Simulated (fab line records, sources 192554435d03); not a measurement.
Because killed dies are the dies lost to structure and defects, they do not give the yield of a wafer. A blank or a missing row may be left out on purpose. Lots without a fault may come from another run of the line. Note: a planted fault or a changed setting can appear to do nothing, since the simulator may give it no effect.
fab line records    flow n5_finfet    part 1 of 2: steps 1 to 21 of 30
record lots=5  wafers=15  last_day=18
route steps=1938 shown BEOL_M5@1138
lots that met no fault: from a run of the same line without faults
start_h: the number of hours between the record's first day and the start of the first shown wafer of the lot    wait_h: how many hours have passed since the lot's step before this one    " unchanged from the row above    L1.1+2: one row covering several wafers at once    - either no value or no given start    * or withheld: withheld    < > ~ a bound
route shown NAME@n: NAME is a module with steps in the file, n the number in the route of the first one    usual: average and standard deviation across the fault-free wafers    same: alike in all rows    chamber/n: place in a boat    sites: each site's reading    _std_site: standard deviation across them    _edge_site: outer sites' mean less inner sites'    radius_mm: how far each site lies from the wafer's centre    mask NAME#n: copy n    behind: the most recent tool/chamber to have shaped the wafer    hold: cause of the lot's hold/its duration in hours/its outcome    device: transistor that didn't switch, given as n, p or np    end of line: tests of these same wafers at the route's end    a step without rows: its recipe alone    killed: at the first sort, the dies lost to defects and structure; wafer yield is something else    map: shows each die of a wafer: x if killed, . if not, _ if none is there
set.NAME: the setting the step ran with; set.NAME@STEP: the setting that earlier step ran with    model.NAME: the simulator's own value behind a step, which no gauge read
lots seen at some steps along the route; tables by step, rows by wafer
services: the hour from which a tool's chamber was out of use, counted from the record's first day as start_h (under 0 if before that day), plus the number of hours and why
## steps
# step N5_BEOL_M5_CD_MEAS_18
# recipe pitch_nm=56  target_cd_nm=28
# usual cd_nm=28.0/0.32
lot.wafer  tool       chamber  start_h  wait_h  cd_nm
L076.3     cd_sem-03  -        203.81   0.1     27.6
L076.4     "          -        "        "       27.2
L076.6     "          -        "        "       27.5
L082.2     cd_sem-01  -        230.78   0.1     28.1
L082.3     "          -        "        "       28.4
L082.4     "          -        "        "       27.6
L087.2     cd_sem-02  -        268.19   0.1     28.2
L087.3     "          -        "        "       28.1
L087.6     "          -        "        "       28.3
L092.1     cd_sem-01  -        284.92   0.0     27.9
L092.2     "          -        "        "       28.1
L092.3     "          -        "        "       28.4
L095.2     cd_sem-01  -        313.01   0.1     28.3
L095.3     "          -        "        "       28.4
L095.6     "          -        "        "       28.9
# step N5_BEOL_M5_COAT_65
# recipe resist=SOC  temp_c=250  time_s=60  spin_rpm=1500  resist_thk_nm=60
# usual heater_power_total_W=500.4/1.8
lot.wafer  tool            chamber  start_h  wait_h  heater_power_total_W
L076.3     litho_track-01  0        204.22   0.4     502.8
L076.4     "               0        "        "       502.8
L076.6     "               0        "        "       498.6
L082.2     litho_track-02  0        232.52   1.7     502.5
L082.3     "               0        "        "       500.9
L082.4     "               0        "        "       500.5
L087.2     litho_track-02  0        268.23   0.0     502.4
L087.3     "               0        "        "       502.8
L087.6     "               0        "        "       499.1
L092.1     litho_track-05  0        286.45   1.5     500.4
L092.2     "               0        "        "       500.1
L092.3     "               0        "        "       501.7
L095.2     litho_track-02  0        314.79   1.8     503.1
L095.3     "               0        "        "       499.1
L095.6     "               0        "        "       501.7
# step N5_BEOL_M5_COAT_66
# recipe resist=SiARC  temp_c=220  time_s=60  spin_rpm=1500  resist_thk_nm=12
# usual heater_power_total_W=427.5/2.2
lot.wafer  tool            chamber  start_h  wait_h  heater_power_total_W
L076.3     litho_track-01  0        -        -       428.8
L076.4     "               0        "        "       425.8
L076.6     "               0        "        "       429.1
L082.2     litho_track-02  0        -        -       425.6
L082.3     "               0        "        "       428.6
L082.4     "               0        "        "       427.7
L087.2     litho_track-02  0        -        -       427.2
L087.3     "               0        "        "       427.4
L087.6     "               0        "        "       430.5
L092.1     litho_track-05  0        -        -       426.9
L092.2     "               0        "        "       428.9
L092.3     "               0        "        "       424.2
L095.2     litho_track-02  0        -        -       424.8
L095.3     "               0        "        "       426.0
L095.6     "               0        "        "       429.5
# step N5_BEOL_M5_COAT_74
# recipe resist=underlayer  temp_c=205  time_s=60  spin_rpm=1500  resist_thk_nm=5
# usual heater_power_total_W=391.6/1.3
lot.wafer  tool            chamber  start_h  wait_h  heater_power_total_W
L076.3     litho_track-01  0        -        -       394.0
L076.4     "               0        "        "       390.8
L076.6     "               0        "        "       392.3
L082.2     litho_track-02  0        -        -       389.8
L082.3     "               0        "        "       391.9
L082.4     "               0        "        "       390.2
L087.2     litho_track-02  0        -        -       390.0
L087.3     "               0        "        "       391.0
L087.6     "               0        "        "       391.3
L092.1     litho_track-05  0        -        -       393.6
L092.2     "               0        "        "       393.2
L092.3     "               0        "        "       391.8
L095.2     litho_track-02  0        -        -       393.1
L095.3     "               0        "        "       391.3
L095.6     "               0        "        "       390.4
# step N5_BEOL_M5_COAT_22
# recipe resist=CAR-EUV  spin_rpm=1500  resist_thk_nm=30
lot.wafer   tool            chamber  start_h  wait_h
L076.3+4+6  litho_track-01  0        -        -
L082.2+3+4  litho_track-02  0        -        -
L087.2+3+6  litho_track-02  0        -        -
L092.1+2+3  litho_track-05  0        -        -
L095.2+3+6  litho_track-02  0        -        -
# step N5_BEOL_M5_EBR_24
# recipe solvent=PGMEA  ebr_width_mm=1.5
lot.wafer   tool            chamber  start_h  wait_h
L076.3+4+6  litho_track-01  0        -        -
L082.2+3+4  litho_track-02  0        -        -
L087.2+3+6  litho_track-02  0        -        -
L092.1+2+3  litho_track-05  0        -        -
L095.2+3+6  litho_track-02  0        -        -
# step N5_BEOL_M5_SOFTBAKE_23
# recipe temp_c=110  time_s=60  resist=CAR-EUV
# usual heater_power_total_W=175.4/1.6
lot.wafer  tool            chamber  start_h  wait_h  heater_power_total_W
L076.3     litho_track-01  0        -        -       176.2
L076.4     "               0        "        "       176.0
L076.6     "               0        "        "       175.2
L082.2     litho_track-02  0        -        -       174.3
L082.3     "               0        "        "       173.1
L082.4     "               0        "        "       172.9
L087.2     litho_track-02  0        -        -       177.4
L087.3     "               0        "        "       173.0
L087.6     "               0        "        "       175.7
L092.1     litho_track-05  0        -        -       173.2
L092.2     "               0        "        "       177.6
L092.3     "               0        "        "       176.4
L095.2     litho_track-02  0        -        -       174.2
L095.3     "               0        "        "       173.1
L095.6     "               0        "        "       173.2
# step N5_BEOL_M5_EXPOSE_25
# recipe mask_id=V4  na=0.33  source_shape=quasar  sigma_inner=0.2  sigma_outer=0.6  polarization=unpolarized  defocus_nm=10  dose_mj=52.75
# same dipole_opening_deg=60  sigma_inner=0.2
lot.wafer   tool            chamber  start_h  wait_h  mask
L076.3+4+6  euv_scanner-01  0        204.49   -       V4#0
L082.2+3+4  euv_scanner-01  0        232.79   -       V4#0
L087.2+3+6  euv_scanner-02  0        268.37   -       V4#0
L092.1+2+3  euv_scanner-02  0        286.59   -       V4#0
L095.2+3+6  euv_scanner-02  0        315.06   -       V4#0
# step N5_BEOL_M5_PEB_26
# recipe peb_temp_c=100  peb_time_s=60  resist=CAR-EUV
# usual heater_power_total_W=154.1/1.1
lot.wafer  tool            chamber  start_h  wait_h  heater_power_total_W
L076.3     litho_track-05  0        204.55   0.0     153.0
L076.4     "               0        "        "       152.4
L076.6     "               0        "        "       155.3
L082.2     litho_track-02  0        232.86   0.1     155.0
L082.3     "               0        "        "       153.7
L082.4     "               0        "        "       153.0
L087.2     litho_track-01  0        268.44   0.1     155.0
L087.3     "               0        "        "       152.5
L087.6     "               0        "        "       153.7
L092.1     litho_track-02  0        286.66   0.1     155.3
L092.2     "               0        "        "       154.8
L092.3     "               0        "        "       154.0
L095.2     litho_track-05  0        315.13   0.1     153.9
L095.3     "               0        "        "       152.4
L095.6     "               0        "        "       155.0
# step N5_BEOL_M5_DEVELOP_27
# recipe develop_time_s=30  developer=TMAH  resist=CAR-EUV  rinse_liquid=surfactant_rinse  dry=air_spin  dev_temp_c=23
lot.wafer   tool            chamber  start_h  wait_h
L076.3+4+6  litho_track-05  0        -        -
L082.2+3+4  litho_track-02  0        -        -
L087.2+3+6  litho_track-01  0        -        -
L092.1+2+3  litho_track-02  0        -        -
L095.2+3+6  litho_track-05  0        -        -
# step N5_BEOL_M5_CD_MEAS_28
# recipe target_cd_nm=30.6  landing_energy_ev=500  detector=se_inlens  target_cd_y_nm=20  polarity=opening
# usual cd_nm=30.61/0.25
lot.wafer  tool       chamber  start_h  wait_h  cd_nm
L076.3     cd_sem-01  0        204.62   -       30.72
L076.4     "          0        "        "       30.24
L076.6     "          0        "        "       30.66
L082.2     cd_sem-01  0        232.93   -       30.50
L082.3     "          0        "        "       30.71
L082.4     "          0        "        "       30.60
L087.2     cd_sem-01  0        268.51   -       30.26
L087.3     "          0        "        "       30.98
L087.6     "          0        "        "       30.66
L092.1     cd_sem-01  0        286.73   -       30.46
L092.2     "          0        "        "       30.20
L092.3     "          0        "        "       30.76
L095.2     cd_sem-03  0        315.19   -       30.56
L095.3     "          0        "        "       30.21
L095.6     "          0        "        "       30.09
# step N5_BEOL_M5_OVL_MEAS_29
# recipe points_per_wafer=522
# usual V4_OVL=-0.2/0.71
# same points_per_wafer=522
lot.wafer  tool        chamber  start_h  wait_h  V4_OVL[nm]
L076.3     overlay-02  0        204.66   0.0     -1.1
L076.4     "           0        "        "       -0.5
L076.6     "           0        "        "       -0.2
L082.2     overlay-01  0        232.96   0.0     -0.2
L082.3     "           0        "        "       -0.1
L082.4     "           0        "        "       -0.9
L087.2     overlay-01  0        268.55   0.0     -0.7
L087.3     "           0        "        "       0.1
L087.6     "           0        "        "       -0.9
L092.1     overlay-02  0        286.76   0.0     -0.2
L092.2     "           0        "        "       1.6
L092.3     "           0        "        "       0.5
L095.2     overlay-01  0        315.23   0.0     -0.4
L095.3     "           0        "        "       -0.7
L095.6     "           0        "        "       -0.5
# step N5_BEOL_M5_INSPECT_30
# recipe mode=adi  inspect_instrument=brightfield
# usual raw_defect_count=370/82
lot.wafer  tool               chamber  start_h  wait_h  raw_defect_count
L076.3     defect_inspect-01  -        204.71   0.0     414
L076.4     "                  -        "        "       381
L076.6     "                  -        "        "       457
L082.2     defect_inspect-01  -        233.01   0.0     408
L082.3     "                  -        "        "       409
L082.4     "                  -        "        "       492
L087.2     defect_inspect-02  -        268.60   0.0     386
L087.3     "                  -        "        "       328
L087.6     "                  -        "        "       398
L092.1     defect_inspect-02  -        286.81   0.1     279
L092.2     "                  -        "        "       268
L092.3     "                  -        "        "       373
L095.2     defect_inspect-01  -        315.28   0.0     326
L095.3     "                  -        "        "       350
L095.6     "                  -        "        "       429
# step N5_BEOL_M5_DESCUM_33
# recipe chemistry=O2  time_s=7  source_power_w=50  bias_power_w=20  pressure_mtorr=20  rf_frequency_hz=2.712e+07  temp_c=40  resist=CAR-EUV  o2_flow_sccm=225
# usual drypump_motor_current_A=5.8/0.37  oes_product_au=0.78/0.092  rf_vpp_V=243.2/1.2  showerhead_plenum_p_Torr=2.09/0.061  throttle_valve_pct=20.46/0.26
lot.wafer  tool         chamber  start_h  wait_h  drypump_motor_current_A  oes_product_au  rf_hours_counter_h  rf_vpp_V  showerhead_plenum_p_Torr  throttle_valve_pct
L076.3     rie_diel-06  2        204.96   0.3     5.5                      0.80            85                  242.2     2.03                      20.36
L076.4     "            0        "        "       5.4                      0.70            197                 242.1     2.07                      20.85
L076.6     "            3        "        "       6.0                      0.71            -                   241.8     1.98                      20.70
L082.2     rie_diel-03  1        233.05   0.0     5.8                      0.68            216                 243.8     2.14                      20.47
L082.3     "            3        "        "       6.3                      0.91            15                  244.5     2.14                      20.01
L082.4     "            2        "        "       5.7                      0.80            -                   241.3     2.04                      20.37
L087.2     rie_diel-04  2        268.63   0.0     6.4                      0.96            6                   243.3     2.13                      20.32
L087.3     "            0        "        "       6.1                      0.82            93                  244.5     2.12                      20.03
L087.6     "            3        "        "       5.3                      0.72            -                   243.4     2.16                      20.78
L092.1     rie_diel-03  1        286.88   0.1     5.7                      0.67            231                 245.3     2.14                      20.49
L092.2     "            2        "        "       5.7                      0.79            103                 241.2     2.04                      20.38
L092.3     "            3        "        "       6.3                      0.88            30                  244.1     2.14                      20.03
L095.2     rie_diel-03  3        315.32   0.0     6.3                      0.87            40                  243.6     2.13                      20.04
L095.3     "            0        "        "       6.1                      0.93            20                  243.3     2.15                      20.56
L095.6     "            0        "        "       6.2                      0.93            -                   242.6     2.15                      20.55
# step N5_BEOL_M5_ETCH_75
# recipe chemistry=N2/H2  target=underlayer  target_depth_a=65  mask_material=CAR-EUV  time_s=5.2  ion_energy_ev=200  pressure_mtorr=30  source_w=840  bias_w=150  n2_flow_sccm=200  h2_flow_sccm=200  ends=cleared
# usual drypump_motor_current_A=5.8/0.37  etch_rf_on_time_s=5.26/0.19  oes_product_au=0.66/0.078  rf_vpp_V=523.8/2.3  showerhead_plenum_p_Torr=2.54/0.075  throttle_valve_pct=17.87/0.29
lot.wafer  tool         chamber  start_h  wait_h  drypump_motor_current_A  etch_rf_on_time_s  oes_product_au  rf_hours_counter_h  rf_vpp_V  showerhead_plenum_p_Torr  throttle_valve_pct
L076.3     rie_diel-06  2        204.99   0.0     5.5                      4.99               0.70            85                  522.6     2.47                      17.75
L076.4     "            0        "        "       5.4                      5.08               0.61            197                 524.9     2.51                      18.17
L076.6     "            3        "        "       6.0                      5.31               0.60            -                   519.3     2.42                      18.17
L082.2     rie_diel-03  1        233.08   0.0     5.7                      5.51               0.57            216                 528.6     2.63                      18.09
L082.3     "            3        "        "       6.4                      5.35               0.76            15                  525.4     2.60                      17.35
L082.4     "            2        "        "       5.7                      4.98               0.70            -                   518.6     2.46                      17.61
L087.2     rie_diel-04  2        268.67   0.0     6.4                      5.04               0.83            6                   525.4     2.61                      17.85
L087.3     "            0        "        "       6.1                      5.36               0.69            93                  526.0     2.58                      17.56
L087.6     "            3        "        "       5.3                      5.30               0.62            -                   524.5     2.63                      18.24
L092.1     rie_diel-03  1        286.92   0.0     5.8                      5.57               0.56            231                 525.6     2.63                      18.09
L092.2     "            2        "        "       5.7                      5.03               0.69            104                 519.5     2.45                      17.63
L092.3     "            3        "        "       6.3                      5.33               0.75            30                  524.7     2.59                      17.41
L095.2     rie_diel-03  3        315.35   0.0     6.4                      5.37               0.74            40                  523.8     2.59                      17.37
L095.3     "            0        "        "       6.2                      5.03               0.79            20                  524.7     2.60                      17.86
L095.6     "            0        "        "       6.2                      5.06               0.78            -                   526.0     2.60                      17.86
# step N5_BEOL_M5_ETCH_67
# recipe chemistry=CF4  target=SiARC  target_depth_a=156  mask_material=CAR-EUV  time_s=26  ion_energy_ev=80  pressure_mtorr=40  source_w=545  bias_w=36  Ar_flow_sccm=100  cf4_flow_sccm=100  ends=cleared
# usual drypump_motor_current_A=5.8/0.37  etch_rf_on_time_s=26.3/0.95  oes_product_au=0.66/0.078  rf_vpp_V=184.0/1  showerhead_plenum_p_Torr=2.13/0.058  throttle_valve_pct=15.6/0.3
lot.wafer  tool         chamber  start_h  wait_h  drypump_motor_current_A  etch_rf_on_time_s  oes_product_au  rf_hours_counter_h  rf_vpp_V  showerhead_plenum_p_Torr  throttle_valve_pct
L076.3     rie_diel-06  2        205.01   0.0     5.5                      25.1               0.70            85                  183.8     2.07                      15.5
L076.4     "            0        "        "       5.4                      25.8               0.62            197                 183.4     2.13                      16.1
L076.6     "            3        "        "       6.0                      26.9               0.60            -                   183.6     2.03                      15.9
L082.2     rie_diel-03  1        233.10   0.0     5.7                      27.7               0.57            216                 184.6     2.21                      15.9
L082.3     "            3        "        "       6.3                      27.3               0.77            15                  183.7     2.18                      15.1
L082.4     "            2        "        "       5.7                      25.0               0.70            -                   184.0     2.09                      15.5
L087.2     rie_diel-04  2        268.68   0.0     6.4                      25.6               0.82            6                   183.4     2.18                      15.5
L087.3     "            0        "        "       6.1                      27.2               0.69            93                  183.1     2.16                      15.2
L087.6     "            3        "        "       5.3                      26.5               0.61            -                   184.0     2.20                      16.0
L092.1     rie_diel-03  1        286.93   0.0     5.7                      27.2               0.57            231                 184.1     2.21                      15.9
L092.2     "            2        "        "       5.7                      24.7               0.70            104                 184.0     2.09                      15.5
L092.3     "            3        "        "       6.3                      26.9               0.75            30                  185.4     2.17                      15.2
L095.2     rie_diel-03  3        315.37   0.0     6.4                      27.1               0.74            40                  183.6     2.17                      15.2
L095.3     "            0        "        "       6.2                      25.6               0.78            20                  185.8     2.18                      15.5
L095.6     "            0        "        "       6.2                      25.6               0.79            -                   185.0     2.18                      15.5
# step N5_BEOL_M5_ETCH_68
# recipe chemistry=N2/H2  target=SOC  target_depth_a=800  overetch_a=160  mask_material=SiARC  temp_c=40  time_s=120  ion_energy_ev=200  pressure_mtorr=30  source_w=840  bias_w=150  n2_flow_sccm=200  h2_flow_sccm=200
# usual drypump_motor_current_A=5.8/0.37  oes_product_au=0.60/0.067  rf_vpp_V=523.7/2.4  showerhead_plenum_p_Torr=2.54/0.075  throttle_valve_pct=17.83/0.29
lot.wafer  tool         chamber  start_h  wait_h  drypump_motor_current_A  oes_product_au  rf_hours_counter_h  rf_vpp_V  showerhead_plenum_p_Torr  throttle_valve_pct
L076.3     rie_diel-06  2        205.04   0.0     5.5                      0.61            85                  520.3     2.47                      17.73
L076.4     "            0        "        "       5.4                      0.54            197                 524.3     2.51                      18.17
L076.6     "            3        "        "       6.0                      0.54            -                   519.8     2.42                      18.14
L082.2     rie_diel-03  1        233.13   0.0     5.7                      0.53            216                 526.0     2.63                      18.04
L082.3     "            3        "        "       6.4                      0.70            15                  525.0     2.60                      17.33
L082.4     "            2        "        "       5.7                      0.62            -                   520.6     2.46                      17.56
L087.2     rie_diel-04  2        268.71   0.0     6.5                      0.73            6                   526.6     2.61                      17.77
L087.3     "            0        "        "       6.1                      0.63            93                  526.4     2.58                      17.51
L087.6     "            3        "        "       5.3                      0.54            -                   526.0     2.63                      18.21
L092.1     rie_diel-03  1        286.96   0.0     5.7                      0.53            231                 526.0     2.63                      18.08
L092.2     "            2        "        "       5.7                      0.61            104                 522.2     2.45                      17.59
L092.3     "            3        "        "       6.3                      0.68            30                  525.8     2.59                      17.35
L095.2     rie_diel-03  3        315.39   0.0     6.3                      0.67            40                  525.2     2.59                      17.37
L095.3     "            0        "        "       6.2                      0.69            20                  526.3     2.60                      17.82
L095.6     "            0        "        "       6.2                      0.70            -                   527.9     2.60                      17.83
# step N5_BEOL_M5_STRIP_69
# recipe chemistry=N2/H2  temp_c=40  n2_flow_sccm=200  h2_flow_sccm=200  rf_frequency_hz=6e+07
lot.wafer   tool         chamber  start_h  wait_h
L076.3+4+6  rie_diel-06  2,0,3    205.12   0.0
L082.2+3+4  rie_diel-03  1,3,2    233.21   0.0
L087.2+3+6  rie_diel-04  2,0,3    268.79   0.0
L092.1+2+3  rie_diel-03  1,2,3    287.04   0.0
L095.2+3+6  rie_diel-03  3,0,0    315.48   0.0
# step N5_BEOL_M5_STRIP_76
# recipe chemistry=N2/H2  temp_c=40  n2_flow_sccm=200  h2_flow_sccm=200  rf_frequency_hz=6e+07
lot.wafer   tool         chamber  start_h  wait_h
L076.3+4+6  rie_diel-06  2,0,3    205.13   0.0
L082.2+3+4  rie_diel-03  1,3,2    233.22   0.0
L087.2+3+6  rie_diel-04  2,0,3    268.80   0.0
L092.1+2+3  rie_diel-03  1,2,3    287.05   0.0
L095.2+3+6  rie_diel-03  3,0,0    315.49   0.0
# step N5_BEOL_M5_VIA_ETCH_34
# recipe chemistry=C4F6/O2  target=SiCOH_lowk  target_depth_a=883  mask_material=SOC  taper_deg=4  time_s=39.2  ion_energy_ev=250  pressure_mtorr=30  source_w=345  bias_w=185  Ar_flow_sccm=300  C4F6_flow_sccm=10  O2_flow_sccm=10
# usual O2_flow_sccm=9.998/0.027  drypump_motor_current_A=5.8/0.37  oes_product_au=0.78/0.092  rf_vpp_V=663/9.2  showerhead_plenum_p_Torr=2.84/0.079  throttle_valve_pct=20.91/0.28
lot.wafer  tool         chamber  start_h  wait_h  O2_flow_sccm  drypump_motor_current_A  oes_product_au  rf_hours_counter_h  rf_vpp_V  showerhead_plenum_p_Torr  throttle_valve_pct
L076.3     rie_diel-06  2        205.14   0.0     9.982         5.5                      0.81            85                  661       2.76                      20.80
L076.4     "            0        "        "       10.029        5.4                      0.71            197                 672       2.82                      21.32
L076.6     "            3        "        "       10.002        6.0                      0.69            -                   650       2.70                      21.14
L082.2     rie_diel-03  1        233.23   0.0     10.029        5.8                      0.67            216                 658       2.93                      21.02
L082.3     "            3        "        "       10.002        6.4                      0.90            15                  670       2.90                      20.42
L082.4     "            2        "        "       10.044        5.7                      0.82            -                   663       2.79                      20.86
L087.2     rie_diel-04  2        268.81   0.0     10.070        6.4                      0.97            6                   670       2.90                      20.80
L087.3     "            0        "        "       9.984         6.1                      0.82            93                  683       2.86                      20.41
L087.6     "            3        "        "       9.998         5.3                      0.72            -                   663       2.93                      21.22
L092.1     rie_diel-03  1        287.06   0.0     9.970         5.7                      0.66            231                 658       2.92                      21.03
L092.2     "            2        "        "       9.992         5.7                      0.80            104                 663       2.79                      20.88
L092.3     "            3        "        "       9.983         6.3                      0.88            30                  669       2.89                      20.45
L095.2     rie_diel-03  3        315.50   0.0     9.931         6.3                      0.87            40                  668       2.89                      20.45
L095.3     "            0        "        "       9.983         6.2                      0.93            20                  674       2.90                      20.89
L095.6     "            0        "        "       9.962         6.2                      0.93            -                   674       2.90                      20.91
# step N5_BEOL_M5_STRIP_85
# recipe chemistry=C4F6/O2  resist=SiARC  rf_frequency_hz=6e+07
lot.wafer   tool         chamber  start_h  wait_h
L076.3+4+6  rie_diel-06  2,0,3    205.17   0.0
L082.2+3+4  rie_diel-03  1,3,2    233.26   0.0
L087.2+3+6  rie_diel-04  2,0,3    268.85   0.0
L092.1+2+3  rie_diel-03  1,2,3    287.10   0.0
L095.2+3+6  rie_diel-03  3,0,0    315.53   0.0
